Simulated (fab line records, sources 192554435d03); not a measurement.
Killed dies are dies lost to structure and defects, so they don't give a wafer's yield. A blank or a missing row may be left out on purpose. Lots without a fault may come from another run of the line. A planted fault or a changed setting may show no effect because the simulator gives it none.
fab line records | flow n5_finfet
record lots=7 wafers=39
route steps=1938 shown FIN_SAQP@96 SD_EPI_N@288 HKMG_FIN@403 MOL_CONTACT_COAG@544 BEOL_M0_SAQP@632 BEOL_M1@838 BEOL_M3@980 BEOL_M4@1108 BEOL_M9@1461 BEOL_M10@1512 BEOL_M13@1696 BEOL_M15@1821 PASSIVATION@1936
start_h: hours from the record's first day to the start of the lot's first wafer shown | wait_h: hours since the lot's step before | " the same as in the row above | L1.1+2: a row that stands for several wafers | - no value, or no start given | * or withheld: withheld | < > ~ a bound
route shown NAME@n: a module of which the file shows steps, and the number in the route of the first | usual: mean/standard deviation of fault-free wafers | same: alike in all rows | chamber/n: place in a boat | sites: the reading at each site | _std_site: their standard deviation | _edge_site: outer sites' mean less inner sites' | radius_mm: how far each site lies from the wafer's centre | mask NAME#n: copy n | behind: the tool/chamber that last shaped the wafer | hold: why the lot was held/for how many hours/how that ended | device: the transistor (n, p or np) that didn't switch | end of line: the same wafers' tests at the end of the route | a step without rows: its recipe alone | killed: dies lost to structure and defects at the first sort, not the wafer's yield | map: a wafer's dies, x killed, . not, _ none there
set.NAME: the setting as run; set.NAME@STEP: as run at that earlier step | model.NAME: the simulator's own value behind a step, which no gauge read
lots whose settings were changed on purpose; a table a step, a row a wafer
## steps
# step N5_FIN_SAQP_HM_DEP_03
# recipe material=SiNx target_thk_a=380 temp_c=400 precursor=SiH4/NH3/N2 pressure_torr=1.5 rf_w=300 time_s=33.6
# step N5_SD_EPI_N_EPI_21
# recipe material=Si:P dopant=P temp_c=680 pressure_torr=255 time_s=690
# step N5_HKMG_FIN_ETCH_55
# recipe chemistry=N2/H2 target=SOC target_depth_a=2400 temp_c=40 time_s=300 ion_energy_ev=200 mask_material=SiARC pressure_mtorr=30 source_w=840 bias_w=150 n2_flow_sccm=200 h2_flow_sccm=200
# step N5_MOL_CONTACT_COAG_ALD_20
# recipe material=TiN target_thk_a=15 temp_c=400 ald_precursor_family=TiCl4 ald_co_reactant=NH3 pulse_time_s=1 purge_time_s=3 co_reactant_purge_time_s=2 co_reactant_pulse_time_s=2 ald_cycles=68 pressure_torr=3
# step N5_BEOL_M0_SAQP_PECVD_00
# recipe material=SiCN target_thk_a=80 temp_c=withheld precursor=3MS/NH3 pressure_torr=3 rf_w=202 time_s=14
# step N5_BEOL_M1_DEP_57
# step N5_BEOL_M3_TRENCH_ETCH_37
# recipe chemistry=C4F6/O2 target_depth_a=555.55 target=SiOC time_s=29.2 ion_energy_ev=250 pressure_mtorr=30 source_w=355 bias_w=185 Ar_flow_sccm=300 C4F6_flow_sccm=10 O2_flow_sccm=10
# step N5_BEOL_M4_DEP_57
# step N5_BEOL_M9_SPUTTER_48
# recipe material=Cu target_thk_a=120 temp_c=-20 bias_v=60 power_w=26000 chamber_pressure_pa=0.13 time_s=2
# step N5_BEOL_M10_TRENCH_ETCH_37
# recipe chemistry=C4F6/O2 target_depth_a=1488.3 target=SiCOH_lowk time_s=48 ion_energy_ev=250 pressure_mtorr=30 source_w=345 bias_w=185 Ar_flow_sccm=300 C4F6_flow_sccm=10 O2_flow_sccm=10
# step N5_BEOL_M13_TRENCH_ETCH_34
# recipe chemistry=C4F8/O2/Ar target=SiOC target_depth_a=4134.7 mask_material=SOC pressure_mtorr=30 source_w=3000 bias_w=700 Ar_flow_sccm=400 C4F8_flow_sccm=15 O2_flow_sccm=8 he_inner_torr=15 he_outer_torr=30 time_s=162.6 ion_energy_ev=250
# step N5_BEOL_M15_SPUTTER_45
# recipe material=Cu target_thk_a=1000 temp_c=-20 bias_v=60 power_w=26000 chamber_pressure_pa=0.13 time_s=16.67
# step N5_PASSIVATION_PROBE_49
# usual killed_at_M0_to_M3=33/9.9 killed_dies=103/17
# columns lot.wafer tool chamber start_h wait_h set.target_thk_a@FIN_SAQP_HM_DEP_03 set.epi_growth_time_s@SD_EPI_N_EPI_21 set.time_s@HKMG_FIN_ETCH_55 set.co_reactant_pulse_time_s@MOL_CONTACT_COAG_ALD_20 set.time_s@BEOL_M0_SAQP_PECVD_00 set.target_thk_a@BEOL_M1_DEP_57 set.time_s@BEOL_M3_TRENCH_ETCH_37 set.time_s@BEOL_M4_DEP_57 set.time_s@BEOL_M9_SPUTTER_48 set.target_depth_a@BEOL_M10_TRENCH_ETCH_37 set.time_s@BEOL_M13_TRENCH_ETCH_34 set.target_thk_a@BEOL_M15_SPUTTER_45 killed_at_M0_to_M3 killed_dies
L075.1 prober-02 - 294.34 0.0 186.9 558.4 300 2 14 80 29.2 14 2.363 1488.3 162.6 1000 56 104
L075.2 prober-02 - 294.39 0.1 380 558.4 177.1 2 14 80 29.2 14 2 2367 162.6 1000 25 231
L075.3 prober-02 - 294.44 0.1 186.9 690 177.1 2 14 99.11 29.2 14 2 2367 162.6 1000 33 341
L075.4 prober-02 - 294.49 0.2 186.9 558.4 300 2 14 99.11 38.71 14 2.363 1488.3 162.6 1000 32 123
L075.5 prober-02 - 294.54 0.2 380 690 177.1 2 14 80 38.71 14 2.363 2367 162.6 1000 31 118
L075.6 prober-02 - 294.59 0.3 380 690 300 2 14 99.11 38.71 14 2 1488.3 162.6 1000 45 119
L078.1 prober-01 - 305.33 0.0 380 690 300 2 14 80 29.2 14 2 1488.3 162.6 1000 41 140
L078.5 prober-01 - 305.53 0.2 380 690 300 2 14 80 29.2 14 2 1488.3 162.6 1000 32 147
L078.6 prober-01 - 305.58 0.3 380 690 300 2 14 80 29.2 14 2 1488.3 162.6 1000 22 124
L080.1 prober-02 - 321.17 0.0 380 850.6 447.1 3.039 14 80 12.3 9.905 2 1488.3 71.79 1000 36 334
L080.2 prober-02 - 321.22 0.1 189.6 850.6 300 2 11.02 80 12.3 14 2 1488.3 71.79 1000 33 364
L080.3 prober-02 - 321.27 0.1 380 690 447.1 2 11.02 38.23 29.2 9.905 2.533 1488.3 162.6 582.4 26 161
L080.4 prober-02 - 321.32 0.2 189.6 850.6 447.1 3.039 14 38.23 29.2 9.905 2 1488.3 162.6 582.4 26 161
L080.5 prober-02 - 321.37 0.2 380 690 300 2 14 38.23 12.3 14 2.533 1488.3 162.6 1000 29 107
L080.6 prober-02 - 321.42 0.3 189.6 690 300 3.039 11.02 80 29.2 14 2.533 1488.3 71.79 582.4 26 363
L085.1 prober-02 - 345.94 0.0 598.1 690 300 2 19.38 34.97 17.66 14 2 1241 162.6 1000 1124 1179
L085.2 prober-02 - 345.99 0.1 380 690 300 2 14 34.97 29.2 11.73 3.048 1488.3 162.6 1000 17 76
L085.3 prober-02 - 346.04 0.1 598.1 690 370.6 2 14 80 17.66 11.73 3.048 1241 162.6 1485 43 89
L085.4 prober-02 - 346.09 0.2 380 690 300 2.394 19.38 80 29.2 11.73 2 1241 162.6 1485 854 906
L085.5 prober-02 - 346.14 0.2 380 690 370.6 2.394 14 80 17.66 14 2 1488.3 162.6 1000 22 85
L085.6 prober-02 - 346.19 0.3 598.1 690 370.6 2.394 19.38 34.97 29.2 14 3.048 1488.3 162.6 1485 1056 1094
L088.1 prober-01 - 350.34 0.0 380 690 300 2 14 66.71 29.2 14 2 1488.3 162.6 1000 49 128
L088.2 prober-01 - 350.39 0.1 380 690 300 2 14 80 12.11 19.28 2 1488.3 110.1 1000 43 95
L088.3 prober-01 - 350.44 0.1 380 690 300 2 14 66.71 12.11 19.28 2 1488.3 162.6 1329 36 90
L088.4 prober-01 - 350.49 0.2 380 690 300 2 14 66.71 12.11 14 2 757.2 110.1 1000 48 484
L088.5 prober-01 - 350.54 0.2 380 690 300 2 14 80 29.2 19.28 2 757.2 162.6 1329 41 555
L088.6 prober-01 - 350.59 0.3 380 690 300 2 14 80 29.2 14 2 757.2 110.1 1329 36 1180
L084.1 prober-02 - 354.93 0.0 573.6 690 300 2 9.383 80 20.73 17.75 2 1488.3 162.6 1000 38 116
L084.2 prober-02 - 354.98 0.1 380 690 452.4 2 14 60.16 29.2 17.75 2 1488.3 162.6 1000 28 91
L084.3 prober-02 - 355.03 0.1 380 1025 300 2 14 80 29.2 14 2 1488.3 162.6 713.5 29 116
L084.4 prober-02 - 355.08 0.2 573.6 690 300 1.278 9.383 60.16 20.73 14 2 1488.3 162.6 1000 48 109
L084.5 prober-02 - 355.13 0.2 380 1025 452.4 1.278 9.383 60.16 29.2 17.75 2 1488.3 162.6 713.5 32 121
L084.6 prober-02 - 355.18 0.3 573.6 1025 452.4 1.278 14 80 20.73 14 2 1488.3 162.6 713.5 22 133
L095.1 prober-01 - 419.00 0.0 212.2 690 164.9 2.441 14 61.42 29.2 14 1.463 1488.3 162.6 1000 38 124
L095.2 prober-01 - 419.05 0.1 380 690 300 2 22.23 61.42 29.2 14 2 916.2 162.6 1000 1110 1180
L095.3 prober-01 - 419.10 0.1 212.2 690 300 2 22.23 80 29.2 14 1.463 1488.3 260.1 1000 1086 1180
L095.4 prober-01 - 419.15 0.2 380 690 300 2.441 14 80 29.2 14 2 916.2 260.1 1000 43 139
L095.5 prober-01 - 419.20 0.2 212.2 690 164.9 2.441 22.23 61.42 29.2 14 1.463 916.2 260.1 1000 1118 1180
L095.6 prober-01 - 419.25 0.3 380 690 164.9 2 14 80 29.2 14 2 1488.3 162.6 1000 41 123
# killed by level:class
L075.1 BEOL_M0_SAQP:geometric_particle:short=21 MOL_CONTACT_COAG:geometric_particle:open=10 BEOL_M0_SAQP:geometric_particle:open=10 BEOL_M1:geometric_particle:open=9 BEOL_M2:geometric_particle:open=6 STI_FIN_REVEAL:geometric_particle:open=5 ILD0:geometric_particle:short=4 GATE_CUT:geometric_particle:open=3
L075.2 BEOL_M10:area_etch=136 MOL_CONTACT_COAG:geometric_particle:open=11 BEOL_M4:geometric_particle:open=9 BEOL_M1:geometric_particle:open=8 STI_FIN_REVEAL:geometric_particle:open=7 ILD0:geometric_particle:open=7 BEOL_M2:geometric_particle:open=7 GATE_CUT:geometric_particle:open=5
L075.3 BEOL_M10:area_etch=254 BEOL_M4:geometric_particle:open=9 BEOL_M0_SAQP:geometric_particle:short=8 STI_FIN_REVEAL:geometric_particle:open=7 BEOL_M0_SAQP:geometric_particle:open=7 MOL_CONTACT_COAG:geometric_particle:open=6 GATE_CUT:geometric_particle:short=5 BEOL_M1:geometric_particle:open=5
L075.4 MOL_CONTACT_COAG:geometric_particle:open=19 BEOL_M4:geometric_particle:open=13 HKMG_FIN:area_etch=10 GATE_CUT:geometric_particle:open=7 BEOL_M0_SAQP:geometric_particle:short=7 GATE_CUT:geometric_particle:short=6 MOL_CONTACT_COAG:geometric_particle:short=6 BEOL_M1:geometric_particle:open=6
L075.5 BEOL_M10:area_etch=31 BEOL_M0_SAQP:geometric_particle:short=10 BEOL_M1:geometric_particle:open=8 GATE_CUT:geometric_particle:short=7 MOL_CONTACT_COAG:geometric_particle:open=6 BEOL_M1:geometric_particle:short=5 BEOL_M4:geometric_particle:open=5 FIN_SAQP:geometric_particle:short=4
L075.6 BEOL_M0_SAQP:geometric_particle:short=13 BEOL_M4:geometric_particle:open=13 MOL_CONTACT_COAG:geometric_particle:open=10 BEOL_M1:geometric_particle:open=9 BEOL_M0_SAQP:geometric_particle:open=8 GATE_CUT:geometric_particle:open=6 BEOL_M5:geometric_particle:open=6 GATE_CUT:geometric_particle:short=5
L078.1 MOL_CONTACT_COAG:geometric_particle:open=18 FIN_SAQP:geometric_particle:open=14 BEOL_M3:geometric_particle:open=13 STI_FIN_REVEAL:geometric_particle:open=11 FIN_SAQP:geometric_particle:short=10 BEOL_M1:geometric_particle:open=9 BEOL_M2:geometric_particle:open=6 BEOL_M0_SAQP:geometric_particle:short=6
L078.5 FIN_SAQP:geometric_particle:short=20 PASSIVATION:area_etch=18 HKMG_FIN:area_etch=14 MOL_CONTACT_COAG:geometric_particle:open=10 DUMMY_GATE:geometric_particle:open=10 FIN_SAQP:geometric_particle:open=9 BEOL_M3:geometric_particle:open=9 BEOL_M0_SAQP:geometric_particle:short=7
L078.6 STI_FIN_REVEAL:geometric_particle:open=32 MOL_CONTACT_COAG:geometric_particle:open=15 FIN_SAQP:geometric_particle:open=11 BEOL_M0_SAQP:geometric_particle:open=10 BEOL_M3:geometric_particle:open=7 DUMMY_GATE:geometric_particle:short=5 GATE_CUT:geometric_particle:short=5 FIN_SAQP:geometric_particle:short=4
L080.1 BEOL_M13:area_ecd=205 FIN_SAQP:geometric_particle:open=17 FIN_SAQP:geometric_particle:short=14 MOL_CONTACT_COAG:geometric_particle:open=14 BEOL_M5:geometric_particle:open=9 BEOL_M2:geometric_particle:open=8 BEOL_M0_SAQP:geometric_particle:open=7 GATE_CUT:geometric_particle:short=6
L080.2 BEOL_M13:area_ecd=244 FIN_SAQP:geometric_particle:open=15 FIN_SAQP:geometric_particle:short=15 BEOL_M0_SAQP:geometric_particle:short=13 MOL_CONTACT_COAG:geometric_particle:open=12 BEOL_M0_SAQP:geometric_particle:open=10 DUMMY_GATE:geometric_particle:open=8 STI_FIN_REVEAL:geometric_particle:open=6
L080.3 BEOL_M15:interface_void_opened=59 FIN_SAQP:geometric_particle:short=11 STI_FIN_REVEAL:geometric_particle:open=10 MOL_CONTACT_COAG:geometric_particle:open=9 GATE_CUT:geometric_particle:short=6 BEOL_M1:geometric_particle:open=6 HKMG_FIN:area_etch=6 BEOL_M5:geometric_particle:open=5
L080.4 BEOL_M15:interface_void_opened=55 FIN_SAQP:geometric_particle:open=16 MOL_CONTACT_COAG:geometric_particle:open=15 BEOL_M0_SAQP:geometric_particle:short=7 BEOL_M0_SAQP:geometric_particle:open=7 BEOL_M4:geometric_particle:open=6 STARTING-WAFER:geometric_particle:open=4 FIN_SAQP:geometric_particle:short=4
L080.5 MOL_CONTACT_COAG:geometric_particle:open=18 FIN_SAQP:geometric_particle:open=9 BEOL_M2:geometric_particle:open=8 FIN_SAQP:geometric_particle:short=7 BEOL_M1:geometric_particle:open=7 GATE_CUT:geometric_particle:open=6 BEOL_M0_SAQP:geometric_particle:short=6 BEOL_M4:geometric_particle:open=5
L080.6 BEOL_M13:area_ecd=203 BEOL_M15:interface_void_opened=60 MOL_CONTACT_COAG:geometric_particle:open=16 FIN_SAQP:geometric_particle:open=12 FIN_SAQP:geometric_particle:short=8 BEOL_M0_SAQP:geometric_particle:open=8 BEOL_M5:geometric_particle:open=7 BEOL_M2:geometric_particle:open=5
L085.1 BEOL_M0:area_etch=1111 STI_FIN_REVEAL:geometric_particle:open=9 FIN_SAQP:geometric_particle:short=4 MOL_CONTACT_COAG:geometric_particle:open=4 BEOL_M6:geometric_particle:open=4 STARTING-WAFER:geometric_particle:short=4 FIN_SAQP:geometric_particle:open=3 ILD0:geometric_particle:short=3
L085.2 MOL_CONTACT_COAG:geometric_particle:open=17 STI_FIN_REVEAL:geometric_particle:open=7 BEOL_M0_SAQP:geometric_particle:open=6 GATE_CUT:geometric_particle:short=5 BEOL_M0_SAQP:geometric_particle:short=5 MOL_CONTACT_COAG:geometric_particle:short=3 STARTING-WAFER:geometric_particle:open=3 FIN_SAQP:geometric_particle:short=2
L085.3 BEOL_M1:geometric_particle:open=10 STI_FIN_REVEAL:geometric_particle:open=8 BEOL_M0_SAQP:geometric_particle:open=8 MOL_CONTACT_COAG:geometric_particle:open=7 BEOL_M2:geometric_particle:open=7 FIN_SAQP:geometric_particle:open=5 BEOL_M0_SAQP:geometric_particle:short=5 BEOL_M2:geometric_particle:short=4
L085.4 BEOL_M0:area_etch=825 BEOL_M0_SAQP:geometric_particle:short=7 MOL_CONTACT_COAG:geometric_particle:open=6 BEOL_M0_SAQP:geometric_particle:open=6 STI_FIN_REVEAL:geometric_particle:open=5 BEOL_M2:geometric_particle:open=5 STI_FIN_REVEAL:geometric_particle:short=4 BEOL_M3:geometric_particle:open=4
L085.5 STI_FIN_REVEAL:geometric_particle:open=18 STI_FIN_REVEAL:geometric_particle:short=6 MOL_CONTACT_COAG:geometric_particle:open=6 BEOL_M1:geometric_particle:open=6 BEOL_M0_SAQP:geometric_particle:open=5 BEOL_M2:geometric_particle:open=5 STARTING-WAFER:geometric_particle:open=5 FIN_SAQP:geometric_particle:open=4
L085.6 BEOL_M0:area_etch=1034 MOL_CONTACT_COAG:geometric_particle:open=8 BEOL_M0_SAQP:geometric_particle:short=8 BEOL_M0_SAQP:geometric_particle:open=6 BEOL_M4:geometric_particle:open=4 BEOL_M1:geometric_particle:open=3 BEOL_M2:geometric_particle:open=3 BEOL_M6:geometric_particle:open=3
L088.1 MOL_CONTACT_COAG:geometric_particle:open=14 BEOL_M0_SAQP:geometric_particle:open=13 BEOL_M0_SAQP:geometric_particle:short=11 FIN_SAQP:geometric_particle:open=9 BEOL_M4:geometric_particle:open=9 FIN_SAQP:geometric_particle:short=8 STI_FIN_REVEAL:geometric_particle:open=7 BEOL_M2:geometric_particle:open=7
L088.2 MOL_CONTACT_COAG:geometric_particle:open=14 BEOL_M0_SAQP:geometric_particle:open=14 BEOL_M0_SAQP:geometric_particle:short=8 BEOL_M3:geometric_particle:open=8 HKMG_FIN:area_etch=8 DUMMY_GATE:geometric_particle:open=5 STI_FIN_REVEAL:geometric_particle:open=4 STARTING-WAFER:geometric_particle:open=4
L088.3 MOL_CONTACT_COAG:geometric_particle:open=21 BEOL_M0_SAQP:geometric_particle:open=9 BEOL_M2:geometric_particle:open=7 BEOL_M0_SAQP:geometric_particle:short=5 BEOL_M1:geometric_particle:short=5 FIN_SAQP:geometric_particle:short=4 DUMMY_GATE:geometric_particle:open=4 FIN_SAQP:geometric_particle:open=3
L088.4 BEOL_M10:area_ecd=389 MOL_CONTACT_COAG:geometric_particle:open=12 BEOL_M3:geometric_particle:open=10 BEOL_M0_SAQP:geometric_particle:short=9 BEOL_M0_SAQP:geometric_particle:open=8 BEOL_M2:geometric_particle:open=6 BEOL_M1:geometric_particle:short=5 FIN_SAQP:geometric_particle:open=4
L088.5 BEOL_M10:area_ecd=465 BEOL_M3:geometric_particle:open=13 BEOL_M0_SAQP:geometric_particle:short=9 BEOL_M2:geometric_particle:open=9 MOL_CONTACT_COAG:geometric_particle:open=8 FIN_SAQP:geometric_particle:open=5 STARTING-WAFER:geometric_particle:open=5 BEOL_M4:geometric_particle:short=4
L088.6 BEOL_M10:area_etch=1080 MOL_CONTACT_COAG:geometric_particle:open=19 BEOL_M0_SAQP:geometric_particle:short=11 BEOL_M2:geometric_particle:open=7 FIN_SAQP:geometric_particle:short=6 BEOL_M3:geometric_particle:open=6 BEOL_M0_SAQP:geometric_particle:open=5 PAD_METAL:geometric_particle:short=5
L084.1 STI_FIN_REVEAL:geometric_particle:open=27 MOL_CONTACT_COAG:geometric_particle:open=14 BEOL_M0_SAQP:geometric_particle:short=14 BEOL_M0_SAQP:geometric_particle:open=13 FIN_SAQP:geometric_particle:open=6 STI_FIN_REVEAL:geometric_particle:short=5 BEOL_M1:geometric_particle:open=4 BEOL_M2:geometric_particle:open=4
L084.2 MOL_CONTACT_COAG:geometric_particle:open=15 BEOL_M2:geometric_particle:open=8 FIN_SAQP:geometric_particle:open=7 BEOL_M3:geometric_particle:open=7 STI_FIN_REVEAL:geometric_particle:open=5 MOL_CONTACT_COAG:geometric_particle:short=5 BEOL_M0_SAQP:geometric_particle:open=5 BEOL_M0_SAQP:geometric_particle:short=4
L084.3 STI_FIN_REVEAL:geometric_particle:open=19 BEOL_M15:interface_void_opened=17 FIN_SAQP:geometric_particle:open=8 MOL_CONTACT_COAG:geometric_particle:open=7 BEOL_M0_SAQP:geometric_particle:open=7 BEOL_M1:geometric_particle:open=6 BEOL_M2:geometric_particle:open=6 FIN_SAQP:geometric_particle:short=5
L084.4 STI_FIN_REVEAL:geometric_particle:open=14 MOL_CONTACT_COAG:geometric_particle:open=12 BEOL_M0_SAQP:geometric_particle:open=10 BEOL_M2:geometric_particle:open=9 BEOL_M0_SAQP:geometric_particle:short=8 BEOL_M3:geometric_particle:open=8 FIN_SAQP:geometric_particle:open=5 FIN_SAQP:geometric_particle:short=4
L084.5 STI_FIN_REVEAL:geometric_particle:open=12 BEOL_M2:geometric_particle:open=9 BEOL_M15:interface_void_opened=9 FIN_SAQP:geometric_particle:open=8 MOL_CONTACT_COAG:geometric_particle:open=8 FIN_SAQP:geometric_particle:short=7 GATE_CUT:geometric_particle:short=6 BEOL_M3:geometric_particle:open=6
L084.6 MOL_CONTACT_COAG:geometric_particle:open=19 BEOL_M15:interface_void_opened=17 FIN_SAQP:geometric_particle:open=12 FIN_SAQP:geometric_particle:short=9 BEOL_M3:geometric_particle:open=9 BEOL_M7:geometric_particle:open=7 GATE_CUT:geometric_particle:short=6 BEOL_M5:geometric_particle:open=5
L095.1 STI_FIN_REVEAL:geometric_particle:open=13 BEOL_M3:geometric_particle:open=12 MOL_CONTACT_COAG:geometric_particle:open=10 BEOL_M2:geometric_particle:open=9 BEOL_M3:geometric_particle:short=6 BEOL_M4:geometric_particle:open=6 DUMMY_GATE:geometric_particle:open=5 BEOL_M0_SAQP:geometric_particle:open=5
L095.2 BEOL_M0:area_etch=1095 STI_FIN_REVEAL:geometric_particle:open=13 FIN_SAQP:geometric_particle:open=7 MOL_CONTACT_COAG:geometric_particle:open=7 GATE_CUT:geometric_particle:short=4 BEOL_M2:geometric_particle:open=4 FIN_SAQP:geometric_particle:short=3 BEOL_M4:geometric_particle:open=3
L095.3 BEOL_M0:area_etch=1062 BEOL_M9:interface_void_opened=10 STI_FIN_REVEAL:geometric_particle:open=9 GATE_CUT:geometric_particle:short=9 MOL_CONTACT_COAG:geometric_particle:open=8 FIN_SAQP:geometric_particle:open=7 DUMMY_GATE:geometric_particle:open=7 BEOL_M0_SAQP:geometric_particle:short=7
L095.4 BEOL_M10:area_ecd=35 STI_FIN_REVEAL:geometric_particle:open=13 BEOL_M0_SAQP:geometric_particle:open=9 BEOL_M1:geometric_particle:open=8 BEOL_M0_SAQP:geometric_particle:short=7 BEOL_M3:geometric_particle:open=7 BEOL_M4:geometric_particle:open=7 BEOL_M2:geometric_particle:open=6
L095.5 BEOL_M0:area_etch=1099 STI_FIN_REVEAL:geometric_particle:open=14 MOL_CONTACT_COAG:geometric_particle:open=7 BEOL_M9:interface_void_opened=6 FIN_SAQP:geometric_particle:open=4 DUMMY_GATE:geometric_particle:open=4 BEOL_M0_SAQP:geometric_particle:open=4 BEOL_M1:geometric_particle:open=4
L095.6 STI_FIN_REVEAL:geometric_particle:open=15 MOL_CONTACT_COAG:geometric_particle:open=11 BEOL_M0_SAQP:geometric_particle:short=10 BEOL_M0_SAQP:geometric_particle:open=10 FIN_SAQP:geometric_particle:open=6 BEOL_M3:geometric_particle:open=6 FIN_SAQP:geometric_particle:short=5 MOL_CONTACT_COAG:geometric_particle:short=5
## key
split step=N5_FIN_SAQP_HM_DEP_03 setting=target_thk_a stated_as=380
response none clear
split step=N5_SD_EPI_N_EPI_21 setting=epi_growth_time_s stated_as=690
response none clear
split step=N5_HKMG_FIN_ETCH_55 setting=time_s stated_as=300
response none clear
split step=N5_MOL_CONTACT_COAG_ALD_20 setting=co_reactant_pulse_time_s stated_as=2
response none clear
split step=N5_BEOL_M0_SAQP_PECVD_00 setting=time_s stated_as=14
response step=N5_PASSIVATION_PROBE_49 reading=killed_at_M0_to_M3 slope=+15.5 per=1% together_with=all explained=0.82
response step=N5_PASSIVATION_PROBE_49 reading=killed_dies slope=+14.8 per=1% together_with=all explained=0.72
split step=N5_BEOL_M1_DEP_57 setting=target_thk_a stated_as=80
response none clear
split step=N5_BEOL_M3_TRENCH_ETCH_37 setting=time_s stated_as=29.2
response none clear
split step=N5_BEOL_M4_DEP_57 setting=time_s stated_as=14
response none clear
split step=N5_BEOL_M9_SPUTTER_48 setting=time_s stated_as=2
response none clear
split step=N5_BEOL_M10_TRENCH_ETCH_37 setting=target_depth_a stated_as=1488.3
response none clear
split step=N5_BEOL_M13_TRENCH_ETCH_34 setting=time_s stated_as=162.6
response none clear
split step=N5_BEOL_M15_SPUTTER_45 setting=target_thk_a stated_as=1000
response none clear
